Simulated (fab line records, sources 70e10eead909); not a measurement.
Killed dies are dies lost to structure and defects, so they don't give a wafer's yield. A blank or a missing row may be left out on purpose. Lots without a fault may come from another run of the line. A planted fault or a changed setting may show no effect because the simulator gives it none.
Which tool did it? | flow nand_harc | 11 lots, 33 wafers sampled, at 4 steps of a route of 1159

WHAT THE GAUGES READ, wafer by wafer
NHARC_P_GATE_CD_MEAS_11: target cd 1640 nm.
lot  | measured    | on        | cd_nm (nm)
L636 | day 4 05:40 | cd_sem-02 | 1641.6 1638.6 1639.2
L637 | day 4 05:29 | cd_sem-03 | 1638.4 1638.5 1637.3
L638 | day 4 19:01 | cd_sem-01 | 1639.5 1639.0 1640.2
L639 | day 4 19:10 | cd_sem-01 | 1639.9 1640.4 1639.7
L641 | day 5 08:55 | cd_sem-03 | - - -
L643 | day 5 20:21 | cd_sem-02 | 1638.4 1640.0 1638.8
L653 | day 8 06:49 | cd_sem-03 | 1639.9 1639.6 1639.8
L655 | day 8 13:47 | cd_sem-03 | 1639.9 1640.5 1641.4
L656 | day 9 01:55 | cd_sem-03 | 1639.4 1640.6 1640.7
L657 | day 9 05:55 | cd_sem-02 | 1637.6 1639.5 1639.4
L658 | day 9 14:31 | cd_sem-02 | 1640.2 1639.4 1640.4

WHICH TOOL RAN EACH LOT (tool, then ch and the chambers of the sampled wafers, then the start)
lot  | NHARC_P_ZERO_WELL_ETCH_65         | NHARC_P_ZERO_WELL_DESCUM_39       | NHARC_P_GATE_EXPOSE_08
L636 | rie_diel-12 ch 1,2,3, day 1 13:35 | rie_diel-13 ch 1,2,3, day 1 16:30 | krf_scanner-01 ch 0, day 4 05:31
L637 | rie_diel-13 ch 1,2,3, day 1 19:30 | rie_diel-12 ch 0,1, day 1 22:25   | krf_scanner-03 ch 0, day 4 05:20
L638 | rie_diel-12 ch 1,3, day 2 01:22   | rie_diel-08 ch 1,2,3, day 2 04:16 | krf_scanner-04 ch 0, day 4 18:52
L639 | rie_diel-08 ch 0,2,3, day 2 07:29 | rie_diel-13 ch 0,1,2, day 2 10:19 | krf_scanner-01 ch 0, day 4 19:01
L641 | rie_diel-08 ch 0,1,2, day 2 19:32 | rie_diel-12 ch 0,1,2, day 2 22:20 | krf_scanner-03 ch 0, day 5 08:46
L643 | rie_diel-12 ch 1,2,3, day 3 07:31 | rie_diel-08 ch 1,3, day 3 10:18   | krf_scanner-03 ch 0, day 5 20:12
L653 | rie_diel-13 ch 0,2, day 5 19:29   | rie_diel-12 ch 0,1,3, day 5 22:13 | krf_scanner-01 ch 0, day 8 06:39
L655 | rie_diel-13 ch 1,2,3, day 6 07:25 | rie_diel-13 ch 0,2,3, day 6 10:11 | krf_scanner-03 ch 0, day 8 13:37
L656 | rie_diel-13 ch 1,2, day 6 13:36   | rie_diel-12 ch 0,3, day 6 16:24   | krf_scanner-03 ch 0, day 9 01:46
L657 | rie_diel-13 ch 2,3, day 6 19:29   | rie_diel-13 ch 0,2, day 6 22:17   | krf_scanner-03 ch 0, day 9 05:46
L658 | rie_diel-08 ch 0,1,3, day 7 01:30 | rie_diel-12 ch 0,2, day 7 04:20   | krf_scanner-04 ch 0, day 9 14:22
- NHARC_P_ZERO_WELL_ETCH_65: etches the open film in N2/H2, target depth 80 nm, overetch 24 nm, time 87.88 s.
- NHARC_P_ZERO_WELL_DESCUM_39: chemistry O2, time 3 s.
- NHARC_P_GATE_EXPOSE_08: exposes mask P HV.

THE ANSWER, worked out from the rows above alone
Rule: what is usual is taken from the lots themselves. Put in order of their means at a reading, lots are off if they are a third of the lots or fewer, leave a main group of 4 or more, and stand apart from it by a gap of 3 or more times the standard deviation of the main group's means; of several such gaps the widest counts. A main group whose means are all the same, to the digits that the tables above print for the reading, isn't used. A lot without any number at a reading at which 4 lots or more have one is off too. The other lots that the step has rows for count as sound.
Off: L641, at NHARC_P_GATE_CD_MEAS_11 (cd_nm). Without a number there: L641. The main group: mean 1639.6 nm, standard deviation 0.71.
A tool fits if, at a process step before that reading, it ran every lot that is off, and no sound lot after the first of them. The gauges at NHARC_P_GATE_CD_MEAS_11 are tried like those tools. None of those tried fits.

WHAT THE SIMULATOR HAD PUT IN
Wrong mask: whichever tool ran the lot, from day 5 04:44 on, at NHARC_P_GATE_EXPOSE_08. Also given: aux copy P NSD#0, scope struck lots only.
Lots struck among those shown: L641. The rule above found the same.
